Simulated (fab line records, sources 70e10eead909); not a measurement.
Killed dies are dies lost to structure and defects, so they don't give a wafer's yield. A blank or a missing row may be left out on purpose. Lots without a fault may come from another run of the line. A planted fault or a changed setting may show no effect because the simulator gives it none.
fab line records | flow nand_harc
record lots=11 wafers=33 last_day=33
route steps=1302 shown A_CHANNEL_HOLE_D2@585 A_CHANNEL_FILL_D2@616 END@1302
lots that met no fault: from a run of the same line without faults
start_h: hours from the record's first day to the start of the lot's first wafer shown | wait_h: hours since the lot's step before | " the same as in the row above | L1.1+2: a row that stands for several wafers | - no value, or no start given | * or withheld: withheld | < > ~ a bound
route shown NAME@n: a module of which the file shows steps, and the number in the route of the first | usual: mean/standard deviation of fault-free wafers | same: alike in all rows | chamber/n: place in a boat | sites: the reading at each site | _std_site: their standard deviation | _edge_site: outer sites' mean less inner sites' | radius_mm: how far each site lies from the wafer's centre | mask NAME#n: copy n | behind: the tool/chamber that last shaped the wafer | hold: why the lot was held/for how many hours/how that ended | device: the transistor (n, p or np) that didn't switch | end of line: the same wafers' tests at the end of the route | a step without rows: its recipe alone | killed: dies lost to structure and defects at the first sort, not the wafer's yield | map: a wafer's dies, x killed, . not, _ none there
set.NAME: the setting as run; set.NAME@STEP: as run at that earlier step | model.NAME: the simulator's own value behind a step, which no gauge read
steps of the route over a sample of lots; a table a step, a row a wafer
services: from which hour (start_h, from the record's first day; less than 0 if before it) a tool's chamber was out of use, for how many hours, and why
## steps
# step NHARC_A_CHANNEL_HOLE_D2_DESCUM_15
# recipe time_s=3 o2_flow_sccm=200 ar_flow_sccm=0 bias_power_w=0 chemistry=O2
# usual drypump_motor_current_A=5.9/0.41 oes_product_au=1.000/0.0089 rf_vpp_V=57.8/0.95 showerhead_plenum_p_Torr=1.92/0.078 throttle_valve_pct=11.311/0.0089
# columns lot.wafer tool chamber start_h wait_h drypump_motor_current_A oes_product_au rf_hours_counter_h rf_vpp_V showerhead_plenum_p_Torr throttle_valve_pct
L446.4 rie_diel-01 2 328.90 0.1 5.4 0.998 5.2 57.7 1.92 11.302
L446.1 " 3 " " 6.5 0.987 4.9 56.9 1.86 11.307
L446.6 " 1 " " 5.5 1.006 - 55.8 1.85 11.335
L450.1 rie_diel-01 2 356.80 0.1 5.4 1.006 8.1 57.4 1.92 11.311
L450.4 " 1 " " 5.5 0.999 7.2 56.8 1.85 11.312
L450.6 " 3 " " 6.5 1.012 - 57.3 1.86 11.309
L451.3 rie_diel-01 1 368.52 0.1 5.5 1.002 8.2 58.3 1.85 11.301
L451.1 " 3 " " 6.5 1.000 8.7 57.3 1.86 11.307
L451.5 " 1 " " 5.6 1.002 - 56.0 1.85 11.305
L453.3 rie_diel-06 3 383.33 0.1 5.4 0.995 3.2 58.5 1.96 11.298
L453.2 " 1 " " 5.9 0.984 3.2 58.3 1.80 11.312
L453.5 " 0 " " 6.6 1.002 - 56.7 1.80 11.332
L457.2 rie_diel-01 1 409.66 0.1 5.5 0.996 0.1 58.3 1.85 11.309
L457.3 " 2 " " 5.4 0.997 0.1 58.4 1.91 11.313
L457.5 " 1 " " 5.5 0.996 - 57.8 1.85 11.306
L455.3 rie_diel-02 2 410.59 0.1 5.9 1.014 0.6 58.0 1.84 11.315
L455.2 " 0 " " 5.8 1.011 1.1 58.2 2.03 11.316
L455.5 " 2 " " 5.9 1.022 - 59.5 1.84 11.317
L463.1 rie_diel-01 2 491.08 0.1 5.4 0.988 4.3 58.3 1.91 11.318
L463.6 " 3 " " 6.5 1.000 - 58.6 1.86 11.312
L463.5 " 0 " " 6.4 1.003 - 57.9 2.04 11.326
L464.3 rie_diel-01 3 499.83 0.1 6.5 1.007 5.3 58.1 1.86 11.309
L464.2 " 0 " " 6.4 0.999 4.5 59.3 2.04 11.310
L464.5 " 0 " " 6.4 0.996 - 59.5 2.04 11.322
L465.3 rie_diel-01 0 501.72 0.1 6.4 0.996 5.2 57.2 2.04 11.311
L465.4 " 2 " " 5.4 0.997 - 59.0 1.91 11.307
L465.5 " 3 " " 6.5 1.011 - 57.0 1.86 11.312
L466.1 rie_diel-02 2 509.36 0.1 5.9 1.003 6.0 58.2 1.83 11.326
L466.3 " 1 " " 5.6 0.986 4.7 57.8 1.98 11.318
L466.5 " 2 " " 5.9 0.996 - 55.7 1.83 11.307
L467.2 rie_diel-02 2 511.06 0.1 5.9 1.005 6.8 56.9 1.83 11.300
L467.4 " 1 " " 5.6 0.983 5.2 57.6 1.98 11.309
L467.6 " 3 " " 5.8 1.012 - 58.9 1.95 11.295
# step NHARC_A_CHANNEL_HOLE_D2_ETCH_26
# recipe bias_v=300 source_w=2000 pressure_mtorr=30 time_s=224.1 ar_flow_sccm=375 c4f8_flow_sccm=11.4 o2_flow_sccm=113.6 temp_c=-20 target_depth_a=3000 chemistry=C4F8/O2/Ar
# usual drypump_motor_current_A=5.85/0.2 oes_air_line_au=0.997/0.02 showerhead_plenum_p_Torr=3.61/0.17 throttle_valve_pct=24.584/0.0099
# columns lot.wafer tool chamber start_h wait_h drypump_motor_current_A oes_air_line_au rf_hours_counter_h showerhead_plenum_p_Torr throttle_valve_pct
L446.1 har_etch-01 0 333.87 0.7 6.05 0.979 178 3.51 24.580
L446.4 " 0 " " 6.04 0.971 - 3.51 24.574
L446.6 " 0 " " 6.06 1.007 - 3.51 24.564
L450.1 har_etch-01 1 362.39 0.6 5.62 1.021 198 3.58 24.598
L450.4 " 1 " " 5.63 0.967 - 3.58 24.596
L450.6 " 0 " " 6.05 1.001 - 3.50 24.593
L451.1 har_etch-01 1 373.47 0.7 5.62 0.987 202 3.58 24.571
L451.3 " 0 " " 6.07 1.017 - 3.50 24.603
L451.5 " 0 " " 6.06 1.029 - 3.50 24.584
L453.2 har_etch-01 1 392.58 0.6 5.63 1.013 214 3.57 24.590
L453.3 " 0 " " 6.05 0.992 - 3.49 24.570
L453.5 " 0 " " 6.04 0.967 - 3.49 24.592
L457.2 har_etch-01 0 414.66 0.6 6.07 0.994 233 3.48 24.587
L457.3 " 1 " " 5.65 0.978 - 3.56 24.598
L457.5 " 0 " " 6.07 1.020 - 3.48 24.596
L455.2 har_etch-02 1 416.53 0.7 5.99 1.026 19 3.96 24.577
L455.3 " 0 " " 5.69 0.985 - 3.98 24.577
L455.5 " 0 " " 5.69 0.986 - 3.98 24.587
L463.1 har_etch-01 0 496.03 0.6 6.04 0.995 279 3.46 24.566
L463.6 " 1 " " 5.64 0.983 - 3.53 24.579
L463.5 " 0 " " 6.07 1.013 - 3.46 24.595
L464.2 har_etch-01 1 505.02 0.6 5.64 0.997 283 3.53 24.571
L464.3 " 0 " " 6.07 1.011 - 3.46 24.563
L464.5 " 0 " " 6.06 1.006 - 3.46 24.563
L465.4 har_etch-02 0 507.38 0.5 5.72 0.985 - 3.95 24.577
L465.3 " 1 " " 5.99 0.982 - 3.93 24.597
L465.5 " 0 " " 5.74 0.990 - 3.95 24.593
L466.1 har_etch-01 0 514.29 0.7 6.04 0.995 290 3.45 24.572
L466.3 " 0 " " 6.05 0.993 - 3.45 24.595
L466.5 " 1 " " 5.63 0.984 - 3.53 24.572
L467.2 har_etch-01 1 522.65 0.6 5.65 1.023 298 3.52 24.590
L467.4 " 1 " " 5.65 1.021 - 3.52 24.578
L467.6 " 1 " " 5.66 1.029 - 3.52 24.582
# step NHARC_A_CHANNEL_HOLE_D2_ETCH_44
# recipe target_depth_a=1400 overetch_a=140 time_s=77 ion_energy_ev=100 cf4_flow_sccm=80 o2_flow_sccm=20 ar_flow_sccm=0 rf_w=300 bias_w=100 chemistry=CF4/O2
# usual drypump_motor_current_A=5.9/0.41 oes_product_au=1.000/0.0094 rf_vpp_V=197.9/1.4 showerhead_plenum_p_Torr=1.34/0.051 throttle_valve_pct=13.397/0.0084
# columns lot.wafer tool chamber start_h wait_h drypump_motor_current_A oes_product_au rf_hours_counter_h rf_vpp_V showerhead_plenum_p_Torr throttle_valve_pct
L446.4 rie_diel-01 3 334.82 0.1 6.5 1.004 5.6 194.4 1.30 13.410
L446.1 " 1 " " 5.5 1.000 5.4 197.5 1.29 13.391
L446.6 " 3 " " 6.5 0.998 - 197.6 1.30 13.382
L450.4 rie_diel-01 1 363.31 0.1 5.6 0.999 8.0 196.6 1.29 13.400
L450.1 " 2 " " 5.4 1.008 9.1 197.7 1.34 13.389
L450.6 " 3 " " 6.5 1.001 - 196.1 1.30 13.398
L451.1 rie_diel-01 0 374.90 0.1 6.4 1.008 8.2 199.9 1.42 13.396
L451.3 " 1 " " 5.5 0.999 8.8 197.2 1.29 13.397
L451.5 " 3 " " 6.5 0.993 - 196.3 1.30 13.387
L453.2 rie_diel-02 2 393.52 0.1 5.9 0.976 11.0 196.7 1.28 13.386
L453.3 " 0 " " 5.8 0.994 11.1 198.7 1.41 13.399
L453.5 " 1 " " 5.6 0.987 - 198.9 1.38 13.402
L457.2 rie_diel-01 1 415.57 0.1 5.5 0.993 0.5 197.4 1.29 13.389
L457.3 " 0 " " 6.4 1.000 0.5 200.6 1.42 13.389
L457.5 " 1 " " 5.5 0.989 - 196.6 1.29 13.417
L455.3 rie_diel-02 2 417.49 0.1 5.9 1.018 1.4 195.2 1.28 13.407
L455.2 " 0 " " 5.7 0.994 1.7 199.0 1.41 13.399
L455.5 " 1 " " 5.6 0.979 - 198.7 1.38 13.405
L463.1 rie_diel-01 2 496.94 0.1 5.4 0.997 5.3 198.7 1.33 13.396
L463.6 " 2 " " 5.4 1.004 - 197.8 1.33 13.406
L463.5 " 3 " " 6.5 1.007 - 197.9 1.30 13.400
L464.3 rie_diel-02 3 505.94 0.1 5.8 1.003 6.2 199.2 1.36 13.392
L464.2 " 1 " " 5.6 0.981 4.6 198.7 1.38 13.376
L464.5 " 3 " " 5.8 1.004 - 196.4 1.36 13.390
L465.4 rie_diel-01 2 508.25 0.1 5.4 1.004 6.9 198.7 1.33 13.397
L465.3 " 3 " " 6.5 1.031 6.8 197.8 1.30 13.398
L465.5 " 3 " " 6.5 1.025 - 197.4 1.30 13.398
L466.3 rie_diel-01 2 515.26 0.1 5.4 0.990 7.2 197.3 1.33 13.390
L466.1 " 3 " " 6.5 1.013 7.0 195.9 1.30 13.397
L466.5 " 2 " " 5.4 0.995 - 196.2 1.33 13.385
L467.2 rie_diel-02 1 523.61 0.1 5.6 0.985 5.9 198.6 1.38 13.411
L467.4 " 0 " " 5.8 1.005 - 199.5 1.41 13.397
L467.6 " 1 " " 5.6 0.985 - 197.7 1.38 13.400
# step NHARC_A_CHANNEL_HOLE_D2_INSPECT_40
# usual raw_defect_count=276/79
# columns lot.wafer tool chamber start_h wait_h hold raw_defect_count
L446.1 defect_inspect-01 - 335.81 - - 613
L446.4 " - " " - 391
L446.6 " - " " - 442
L450.1 defect_inspect-01 - 364.27 - - 136
L450.4 " - " " - 144
L450.6 " - " " - 131
L451.1 defect_inspect-02 - 375.86 - - 322
L451.3 " - " " - 230
L451.5 " - " " - 457
L453.2 defect_inspect-01 - 394.51 - await_dispo/0.2h/release 1483
L453.3 " - " " await_dispo/0.2h/release 1528
L453.5 " - " " await_dispo/0.2h/release 1387
L453.2 defect_inspect-01 - 394.68 0.2 - 1506
L453.3 " - " " - 1518
L453.5 " - " " - 1408
L457.2 defect_inspect-02 - 416.55 - await_dispo/0.2h/release 1567
L457.3 " - " " await_dispo/0.2h/release 1541
L457.5 " - " " await_dispo/0.2h/release 1445
L457.2 defect_inspect-02 - 416.72 0.2 - 1545
L457.3 " - " " - 1537
L457.5 " - " " - 1468
L455.2 defect_inspect-01 - 418.49 - - 418
L455.3 " - " " - 291
L455.5 " - " " - 311
L463.1 defect_inspect-02 - 498.03 - - 238
L463.5 " - " " - 288
L463.6 " - " " - 305
L464.2 defect_inspect-01 - 506.94 - - 193
L464.3 " - " " - 192
L464.5 " - " " - 227
L465.3 defect_inspect-02 - 509.23 - - 160
L465.4 " - " " - 235
L465.5 " - " " - 257
L466.1 defect_inspect-02 - 516.23 - - 274
L466.3 " - " " - 332
L466.5 " - " " - 208
L467.2 defect_inspect-01 - 524.71 - - 288
L467.4 " - " " - 268
L467.6 " - " " - 320
# step NHARC_A_CHANNEL_FILL_D2_ALD_16
# recipe target_thk_a=15 pulse_time_s=10 ald_cycles=15 temp_c=300 material=SiO2
# usual heater_power_w=454/54 precursor_pulse_height_rel=0.999/0.019
# same pulse_time_s=10
# columns lot.wafer tool chamber start_h wait_h heater_power_w precursor_pulse_height_rel
L446.1 ald_hk-02 0 348.56 0.1 386 1.017
L446.4 " 1 " " 533 0.997
L446.6 " 3 " " 439 1.008
L450.4 ald_hk-01 0 377.37 0.0 422 1.019
L450.1 " 2 " " 402 1.023
L450.6 " 1 " " 399 0.996
L451.3 ald_hk-04 1 388.17 0.1 493 0.969
L451.1 " 0 " " 538 1.002
L451.5 " 1 " " 490 0.983
L453.2 ald_hk-02 0 409.75 0.0 388 0.992
L453.3 " 2 " " 412 1.009
L453.5 " 0 " " 401 1.015
L455.3 ald_hk-04 2 429.04 0.1 517 1.004
L455.2 " 3 " " 425 1.009
L455.5 " 1 " " 471 0.977
L457.2 ald_hk-02 1 433.41 0.2 534 0.990
L457.3 " 2 " " 415 0.987
L457.5 " 1 " " 530 0.979
L463.1 ald_hk-04 2 510.56 0.0 498 1.005
L463.5 " 2 " " 496 0.981
L463.6 " 3 " " 436 0.987
L464.3 ald_hk-04 3 520.70 0.0 428 1.004
L464.2 " 0 " " 541 0.973
L464.5 " 0 " " 532 0.994
L465.3 ald_hk-04 3 520.88 0.2 417 0.998
L465.4 " 0 " " 551 0.999
L465.5 " 3 " " 424 1.028
L466.1 ald_hk-04 0 528.65 0.1 553 0.996
L466.3 " 2 " " 496 0.998
L466.5 " 3 " " 431 1.014
L467.4 ald_hk-01 2 537.15 0.1 403 1.008
L467.2 " 3 " " 387 0.986
L467.6 " 2 " " 402 0.988
# step NHARC_END_SORT_01
# recipe temp_c=25
# usual killed_at_array=59/20 killed_at_other=0.8/1 killed_at_periphery=3.2/2.1 killed_dies=63/21 killed_open=3.0/1.9 killed_short=2.3/1.5
# same gross_dies=677
# columns lot.wafer tool chamber start_h wait_h killed_at_array killed_at_other killed_at_periphery killed_dies killed_open killed_short
L453.2 prober-02 0 682.52 2.8 133 3 4 140 4 2
L453.3 prober-02 0 683.33 3.1 146 0 1 147 2 2
L453.5 prober-02 0 684.93 3.7 132 1 3 136 5 6
L457.3 prober-01 0 698.99 3.1 145 0 3 148 4 1
L457.5 prober-01 0 700.58 3.7 151 0 0 151 0 2
# killed by level:class
L453.2 A_CHANNEL_HOLE_D2:unspecified=91 A_CHANNEL_HOLE_D1:chamber_film_flake=26 A_SLIT:chamber_film_flake=6 P_M2:chamber_film_flake=2 A_CHANNEL_HOLE_D2:chamber_film_flake=2 A_STAIRCASE:chamber_film_flake=2 THIN_TSV:chamber_film_flake=2 P_CONTACT:geometric_particle:open=1
L453.3 A_CHANNEL_HOLE_D2:unspecified=102 A_CHANNEL_HOLE_D1:chamber_film_flake=31 A_SLIT:chamber_film_flake=3 A_CHANNEL_FILL_D1:geometric_particle:short=2 A_STAIRCASE:chamber_film_flake=2 A_CONTACT:chamber_film_flake=2 A_CHANNEL_FILL_D1:geometric_particle:open=1 A_DECK1_JOINT:geometric_particle:open=1
L453.5 A_CHANNEL_HOLE_D2:unspecified=91 A_CHANNEL_HOLE_D1:chamber_film_flake=14 A_SLIT:chamber_film_flake=6 A_STAIRCASE:chamber_film_flake=5 A_CONTACT:chamber_film_flake=4 A_CHANNEL_FILL_D1:geometric_particle:short=3 A_CHANNEL_HOLE_D2:chamber_film_flake=2 P_GATE:geometric_particle:short=1
L457.3 A_CHANNEL_HOLE_D2:unspecified=98 A_CHANNEL_HOLE_D1:chamber_film_flake=23 A_CHANNEL_HOLE_D2:chamber_film_flake=7 A_STAIRCASE:chamber_film_flake=5 A_SLIT:chamber_film_flake=3 A_WL_FILL:chamber_film_flake=2 P_CONTACT:geometric_particle:open=1 P_M1:geometric_particle:open=1
L457.5 A_CHANNEL_HOLE_D2:unspecified=101 A_CHANNEL_HOLE_D1:chamber_film_flake=27 A_CHANNEL_HOLE_D2:chamber_film_flake=6 A_CONTACT:chamber_film_flake=6 A_ZERO_WELL:chamber_film_flake=2 A_SLIT:chamber_film_flake=2 A_CHANNEL_FILL_D2:chamber_film_flake=2 A_STAIRCASE:chamber_film_flake=2
## services
# columns tool chamber start_h hours kind
rie_diel-06 - 307.20 9.0 pm
ald_hk-04 - 316.66 1.7 repair
rie_diel-06 1 329.53 7.0 repair
rie_diel-06 0 337.37 7.7 repair
rie_diel-06 3 347.07 5.3 repair
rie_diel-02 0 351.21 20.1 repair
rie_diel-06 2 366.44 3.8 repair
har_etch-02 - 377.00 17.0 pm
rie_diel-02 - 393.94 9.0 pm
rie_diel-01 - 395.71 9.0 pm
rie_diel-01 - 426.43 1.0 repair
rie_diel-02 1 428.77 2.6 repair
rie_diel-06 1 451.07 3.7 repair
rie_diel-02 - 477.74 0.5 repair
ald_hk-01 - 482.47 10.0 pm
rie_diel-06 - 484.21 9.0 pm
rie_diel-06 2 493.26 16.8 repair
rie_diel-06 3 499.05 7.2 repair
rie_diel-01 1 499.19 7.7 repair
har_etch-02 - 508.11 13.0 repair
rie_diel-06 1 512.26 17.9 repair
rie_diel-02 3 520.60 4.7 repair
rie_diel-06 0 523.91 4.2 repair
ald_hk-02 - 534.77 10.0 pm
## key
first_sign step=NHARC_A_CHANNEL_HOLE_D2_INSPECT_40 reading=visit direction=added
effect step=NHARC_A_CHANNEL_HOLE_D2_INSPECT_40 reading=raw_defect_count direction=up sigmas=15 usual=276 struck=1492
effect step=NHARC_END_SORT_01 reading=killed_at_array direction=up sigmas=4 usual=59 struck=141
more_kills_born_at NHARC_A_CHANNEL_HOLE_D2_ETCH_26@har_etch-01=343
met_at NHARC_A_CHANNEL_HOLE_D2_ETCH_26
struck_lots L453,L457
rows_end L457.2
tester_left_out L453,L457
not_acting_at NHARC_A_CHANNEL_HOLE_D2_DESCUM_15,NHARC_A_CHANNEL_HOLE_D2_ETCH_44,NHARC_A_CHANNEL_FILL_D2_ALD_16
onset_between 373.47 392.58
fault kind=chamber_particle_source tool=har_etch-01 chamber=- onset_h=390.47 steps=NHARC_A_CHANNEL_HOLE_D2_ETCH_26 rate_per_visit_cm2=1.9192 end_h=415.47
# tester_left_out: of these lots the tester's yield and bins aren't shown, on N5 and GAA mostly nor the transistor test; their killed dies are dies lost to structure and defects alone, not to doping, threshold or leakage, so they don't give the yield
# rows_end: these wafers met a further fault down the route, and their rows from its step on are left out
